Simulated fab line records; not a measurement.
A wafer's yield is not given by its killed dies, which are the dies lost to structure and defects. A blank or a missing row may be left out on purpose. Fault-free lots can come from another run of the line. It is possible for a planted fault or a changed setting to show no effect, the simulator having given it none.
fab line records	flow nandHarc	part 2 of 2: steps 22 to 31 of 31
record lots=5	wafers=15	lastDay=31
route steps=1302 shown A_BLC@1110 A_M0@1137
lots that met no fault: from a run of the same line without faults
startH: start of the lot's first displayed wafer, in hours after the record's first day	waitH: hours elapsed since this lot's preceding step	" identical to the entry in the row above	L1.1+2: a single row standing in for several wafers	- no value, or no start given	* or withheld: withheld	< > ~ a bound
route shown NAME@n: NAME is a module with steps in the file, n the number in the route of the first one	usual: mean and standard deviation over wafers with no fault	same: alike in all rows	chamber/n: place in a boat	sites: per-site readings	_std_site: their standard deviation	_edge_site: inner sites' mean taken away from outer sites' mean	radiusMm: for every site, how far away it sits from the centre of the wafer	mask NAME#n: copy n	behind: the most recent tool/chamber to have shaped the wafer	hold: the reason the lot was held/the length of the hold in hours/how it ended	device: names the non-switching transistor (n, p or np)	end of line: at the end of the route, the tests of the same wafers	a step given without rows: its recipe and nothing more	killed: at the first sort, the dies lost to defects and structure; wafer yield is something else	map: the dies of a wafer, with x for killed, . for not killed, _ for no die there
set.NAME: the setting that was run; set.NAME@STEP: the one run at that earlier step	model.NAME: the simulator's own value behind a step, which no gauge read
lots at some steps of the route; a table a step, a row a wafer
services: the hour from which a tool's chamber was out of use, counted from the record's first day as startH (under 0 if before that day), plus the number of hours and why
## steps
# step NHARC_A_BLC_ALD_23
# recipe targetThkA=30	pulseTimeS=1	aldCycles=150	tempC=450	material=TiN
# usual heaterPowerW=1035/120	precursorPulseHeightRel=1.002/0.019
# same pulseTimeS=1
lot.wafer	tool	chamber	startH	waitH	heaterPowerW	precursorPulseHeightRel
L079.2	aldMetal-02	2	575.28	-	959	1.015
L079.1	"	3	"	"	1127	1.006
L079.4	"	0	"	"	971	0.982
L081.1	aldMetal-04	0	597.70	-	1220	1.001
L081.2	"	3	"	"	865	1.003
L081.6	"	0	"	"	1177	1.014
L084.4	aldMetal-04	2	612.68	-	879	0.979
L084.1	"	3	"	"	866	0.987
L084.5	"	1	"	"	926	0.976
L085.2	aldMetal-01	1	613.83	-	1224	0.991
L085.4	"	0	"	"	1164	1.011
L085.5	"	1	"	"	1221	1.008
L091.4	aldMetal-04	0	692.84	-	1236	1.015
L091.1	"	2	"	"	896	1.017
L091.5	"	0	"	"	1265	1.034
# step NHARC_A_BLC_CVD_24
# recipe targetThkA=1500	tempC=300	pressureTorr=40	wf6FlowSccm=40	h2FlowSccm=1600	arFlowSccm=1560	timeS=434	material=W
# usual heaterPowerW=436/41	mfcH2Sccm=1600/4.4	mfcWf6Sccm=40.02/0.11	throttleValvePct=8.12/0.17
lot.wafer	tool	chamber	startH	waitH	heaterPowerW	mfcH2Sccm	mfcWf6Sccm	throttleValvePct
L079.1	cvdW-01	1	-	-	410	1603	40.03	8.12
L079.2	"	0	"	"	451	1612	40.05	7.96
L079.4	"	0	"	"	453	1597	40.34	8.01
L081.2	cvdW-02	0	-	-	497	1600	39.99	8.08
L081.1	"	1	"	"	396	1598	39.93	8.02
L081.6	"	0	"	"	496	1602	40.11	8.56
L084.1	cvdW-02	0	-	-	501	1601	40.11	8.41
L084.4	"	0	"	"	491	1601	40.10	8.05
L084.5	"	1	"	"	404	1597	40.13	8.26
L085.2	cvdW-01	0	-	-	459	1598	40.17	8.25
L085.4	"	0	"	"	458	1600	40.17	8.33
L085.5	"	0	"	"	453	1593	40.10	8.30
L091.1	cvdW-01	0	-	-	459	1607	40.00	8.17
L091.4	"	0	"	"	464	1603	40.11	7.88
L091.5	"	0	"	"	456	1605	40.00	8.02
# step NHARC_A_BLC_CMP_25
# recipe tOverpolishS=30	targetThkNm=150
# usual motorCurrentA=12.5/1.1	overpolishRunS=30.001/0.0089	timeToEndpointS=31/3.6
lot.wafer	tool	chamber	startH	waitH	motorCurrentA	overpolishRunS	timeToEndpointS
L079.1	cmp-02	3	576.04	0.5	11.4	29.991	29
L079.4	"	0	"	"	10.2	29.993	27
L079.2	"	1	"	"	14.0	29.993	30
L081.2	cmp-04	1	598.46	0.5	12.4	30.004	27
L081.1	"	2	"	"	14.1	29.992	35
L081.6	"	1	"	"	12.9	30.004	29
L084.1	cmp-01	1	613.39	0.4	13.8	29.997	29
L084.4	"	0	"	"	12.6	29.991	29
L084.5	"	1	"	"	14.5	30.008	30
L085.4	cmp-01	1	614.59	0.3	13.6	30.008	32
L085.2	"	2	"	"	12.7	30.002	35
L085.5	"	0	"	"	12.5	30.001	30
L091.1	cmp-04	1	693.54	0.4	12.4	30.005	25
L091.4	"	3	"	"	12.2	29.995	30
L091.5	"	2	"	"	13.7	29.989	33
# step NHARC_A_BLC_SRD_27
lot.wafer	tool	chamber	startH	waitH
L079.1+2+4	wetBench-03	3,5,7	576.34	0.0
L081.1+6+2	wetBench-05	6,1,3	598.76	0.0
L084.1+5+4	wetBench-03	7,0,3	613.71	0.0
L085.2+4+5	wetBench-09	3,6,7	614.89	0.0
L091.1+4+5	wetBench-03	6,7,0	693.87	0.1
# step NHARC_A_BLC_INSPECT_28
# usual rawDefectCount=505/120
lot.wafer	tool	chamber	startH	waitH	rawDefectCount
L079.1	defectInspect-02	-	576.42	0.1	535
L079.2	"	-	"	"	707
L079.4	"	-	"	"	496
L081.1	defectInspect-02	-	598.84	0.1	659
L081.2	"	-	"	"	348
L081.6	"	-	"	"	593
L084.1	defectInspect-01	-	613.79	0.1	763
L084.4	"	-	"	"	716
L084.5	"	-	"	"	506
L085.2	defectInspect-01	-	614.97	0.1	401
L085.4	"	-	"	"	415
L085.5	"	-	"	"	379
L091.1	defectInspect-01	-	693.94	0.1	618
L091.4	"	-	"	"	585
L091.5	"	-	"	"	580
# step NHARC_A_M0_DEP_00
# recipe targetThkA=1500	targetThkNm=150	tempC=withheld	pressureTorr=5	flowSccm=200	rfW=600	material=SiOC
# usual rfFwdPowerW=598.4/1.7	showerheadVppV=1527/73
lot.wafer	tool	chamber	startH	waitH	rfFwdPowerW	showerheadVppV
L079.2	pecvd-03	0	576.49	0.1	598.1	1523
L079.1	"	1	"	"	594.7	1463
L079.4	"	2	"	"	598.1	1415
L081.2	pecvd-01	2	598.91	0.1	599.0	1530
L081.1	"	0	"	"	600.1	1477
L081.6	"	1	"	"	599.7	1650
L084.1	pecvd-03	2	613.95	0.2	597.8	1429
L084.4	"	0	"	"	596.3	1530
L084.5	"	1	"	"	596.3	1462
L085.2	pecvd-01	0	615.03	0.1	600.9	1491
L085.5	"	1	"	"	600.3	1644
L085.4	"	2	"	"	594.8	1530
L091.1	pecvd-04	1	694.10	0.2	600.3	1623
L091.4	"	2	"	"	600.4	1520
L091.5	"	0	"	"	599.2	1453
# step NHARC_A_M0_DEHYDRATE_01
# recipe tempC=150	timeS=120
# usual resistLineTempC=22.99/0.11
lot.wafer	tool	chamber	startH	waitH	resistLineTempC
L079.1	lithoTrack-04	0	576.89	-	23.00
L079.2	"	0	"	"	22.98
L079.4	"	0	"	"	22.82
L081.1	lithoTrack-04	0	599.31	-	23.07
L081.2	"	0	"	"	23.11
L081.6	"	0	"	"	22.86
L084.1	lithoTrack-01	0	614.26	-	22.92
L084.4	"	0	"	"	23.02
L084.5	"	0	"	"	23.14
L085.2	lithoTrack-06	0	615.44	-	22.87
L085.4	"	0	"	"	22.83
L085.5	"	0	"	"	22.82
L091.1	lithoTrack-01	0	694.41	-	23.01
L091.4	"	0	"	"	22.93
L091.5	"	0	"	"	22.93
# step NHARC_A_M0_HMDS_02
# recipe timeS=30
# usual resistLineTempC=23.00/0.098
lot.wafer	tool	chamber	startH	waitH	resistLineTempC
L079.1	lithoTrack-04	0	-	-	22.89
L079.2	"	0	"	"	22.87
L079.4	"	0	"	"	22.93
L081.1	lithoTrack-04	0	-	-	23.02
L081.2	"	0	"	"	23.02
L081.6	"	0	"	"	22.98
L084.1	lithoTrack-01	0	-	-	22.95
L084.4	"	0	"	"	22.89
L084.5	"	0	"	"	23.07
L085.2	lithoTrack-06	0	-	-	23.00
L085.4	"	0	"	"	23.03
L085.5	"	0	"	"	23.01
L091.1	lithoTrack-01	0	-	-	23.21
L091.4	"	0	"	"	23.18
L091.5	"	0	"	"	22.89
# step NHARC_A_M0_COAT_33
# recipe tempC=200	timeS=65
# usual resistLineTempC=23.01/0.12
lot.wafer	tool	chamber	startH	waitH	resistLineTempC
L079.1	lithoTrack-04	0	-	-	23.03
L079.2	"	0	"	"	23.03
L079.4	"	0	"	"	22.91
L081.1	lithoTrack-04	0	-	-	22.88
L081.2	"	0	"	"	23.18
L081.6	"	0	"	"	23.11
L084.1	lithoTrack-01	0	-	-	23.00
L084.4	"	0	"	"	23.08
L084.5	"	0	"	"	23.17
L085.2	lithoTrack-06	0	-	-	23.05
L085.4	"	0	"	"	23.18
L085.5	"	0	"	"	23.13
L091.1	lithoTrack-01	0	-	-	22.98
L091.4	"	0	"	"	22.76
L091.5	"	0	"	"	22.78
# step NHARC_A_M0_COAT_03
# recipe spinRpm=1500	resistThkNm=90
# usual resistLineTempC=23.02/0.12
lot.wafer	tool	chamber	startH	waitH	resistLineTempC
L079.1	lithoTrack-04	0	-	-	23.02
L079.2	"	0	"	"	23.08
L079.4	"	0	"	"	23.22
L081.1	lithoTrack-04	0	-	-	22.99
L081.2	"	0	"	"	23.00
L081.6	"	0	"	"	22.94
L084.1	lithoTrack-01	0	-	-	23.22
L084.4	"	0	"	"	23.16
L084.5	"	0	"	"	23.04
L085.2	lithoTrack-06	0	-	-	23.01
L085.4	"	0	"	"	23.06
L085.5	"	0	"	"	22.80
L091.1	lithoTrack-01	0	-	-	23.15
L091.4	"	0	"	"	23.14
L091.5	"	0	"	"	23.29
## services
tool	chamber	startH	hours	kind
cmp-04	-	549.56	1.7	repair
lithoTrack-04	-	553.00	7.0	pm
pecvd-01	-	557.62	0.6	repair
pvdSputter-03	-	560.40	6.0	repair
cmp-04	-	562.40	0.7	repair
wetBench-03	-	562.43	8.0	pm
rieDiel-04	-	562.52	0.2	repair
rieDiel-02	0	570.31	8.6	repair
rieDiel-02	-	570.87	9.0	pm
cmp-01	-	577.72	4.0	pm
pvdSputter-01	-	582.00	10.0	pm
arfiScanner-02	-	600.15	0.8	repair
rieDiel-07	2	610.49	10.9	repair
arfiScanner-02	-	634.78	2.0	repair
rieDiel-04	2	634.84	13.5	repair
pvdSputter-02	-	638.06	10.0	pm
rieDiel-02	2	640.28	9.2	repair
rieDiel-07	-	648.41	9.0	pm
aldMetal-04	-	652.00	10.0	pm
arfiScanner-02	-	659.86	4.0	pm
lithoTrack-01	-	680.00	7.0	pm
pvdSputter-03	-	680.21	1.1	repair
pvdSputter-03	-	683.92	2.5	repair
rieDiel-07	-	692.33	1.1	repair
